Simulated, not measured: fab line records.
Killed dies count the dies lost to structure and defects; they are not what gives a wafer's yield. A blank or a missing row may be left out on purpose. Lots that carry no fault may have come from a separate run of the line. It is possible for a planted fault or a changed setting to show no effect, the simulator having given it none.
One fault through the eyes of 2 desks | flow n5Finfet | each desk holds nothing but its own numbers, with what lay behind them at the end

## THE METROLOGY DESK
What the gauges read, lot by lot, whatever tool the lot ran on: means of the sampled wafers that have a number. A lot is out of limits, marked OUT, if its mean lies more than 4 standard deviations from the usual mean; the brackets give that distance. Readings shown: 7 of its 10, picked as those furthest out on some lot.
Columns: A = DIBL_N at N5_BEOL_M4_RC_MEAS_101, usual 36.4 mV/V; B = DIBL_P at N5_BEOL_M4_RC_MEAS_101, usual 36 mV/V; C = IOFF_P at N5_BEOL_M4_RC_MEAS_101, usual 0.21 nA/um; D = ION_N at N5_BEOL_M4_RC_MEAS_101, usual 677 uA/um; E = ION_P at N5_BEOL_M4_RC_MEAS_101, usual 464 uA/um; F = SS_N at N5_BEOL_M4_RC_MEAS_101, usual 71.5 mV/dec; G = VT_P at N5_BEOL_M4_RC_MEAS_101, usual -251 mV
lot  | first seen here | A    | B  | C    | D   | E   | F    | G
L937 | day 7 20:13     | 36.8 | 38 | 0.28 | 681 | 469 | 72.3 | -244
L945 | day 10 14:48    | 37.2 | 36 | 0.22 | 675 | 461 | 72.0 | -251
L947 | day 10 22:13    | 36.9 | 37 | 0.21 | 686 | 468 | 71.3 | -250
L953 | day 12 02:02    | 38.7 | 40 | 0.23 | 693 | 462 | 72.1 | -252
L954 | day 12 21:01    | 39.7 | 40 | 0.24 | 687 | 468 | 71.9 | -250
L955 | day 12 22:44    | 35.6 | 37 | 0.17 | 665 | 447 | 71.5 | -255
L957 | day 13 10:51    | 34.9 | 33 | 0.17 | 664 | 459 | 70.8 | -254
L958 | day 14 04:37    | 37.0 | 38 | 0.23 | 688 | 469 | 71.3 | -251
L959 | day 14 07:22    | 39.2 | 37 | 0.21 | 675 | 457 | 72.0 | -254
This desk's verdict: no lot among the 9 shows anything out of limits.

## THE TOOL OWNER'S DESK: pvdSputter-02
The tool's own readings at N5_PASSIVATION_SPUTTER_20 (material TaN, target thk 50 nm): means of the sampled wafers that have a number, for each lot that ran on this tool. A lot is out of limits, marked OUT, if its mean lies more than 4 standard deviations from the usual mean; the brackets give that distance.
Columns: A = substrateTempC at N5_PASSIVATION_SPUTTER_20, usual 25.01 C; B = throttleValvePct at N5_PASSIVATION_SPUTTER_20, usual 29.8 %
lot  | first seen here | A     | B
L945 | day 14 21:16    | 24.94 | 30.1
L947 | day 14 21:44    | 24.89 | 29.6
L953 | day 16 05:38    | 24.93 | 29.2
L954 | day 16 21:13    | 24.99 | 30.0
L955 | day 16 22:01    | 25.07 | 29.6
This desk's verdict: no lot among the 5 shows anything out of limits.

## BROUGHT TOGETHER
At the metrology desk, nothing out of limits was observed.
The desk of the tool owner found nothing out of limits.

## WHAT THE SIMULATOR PUT IN
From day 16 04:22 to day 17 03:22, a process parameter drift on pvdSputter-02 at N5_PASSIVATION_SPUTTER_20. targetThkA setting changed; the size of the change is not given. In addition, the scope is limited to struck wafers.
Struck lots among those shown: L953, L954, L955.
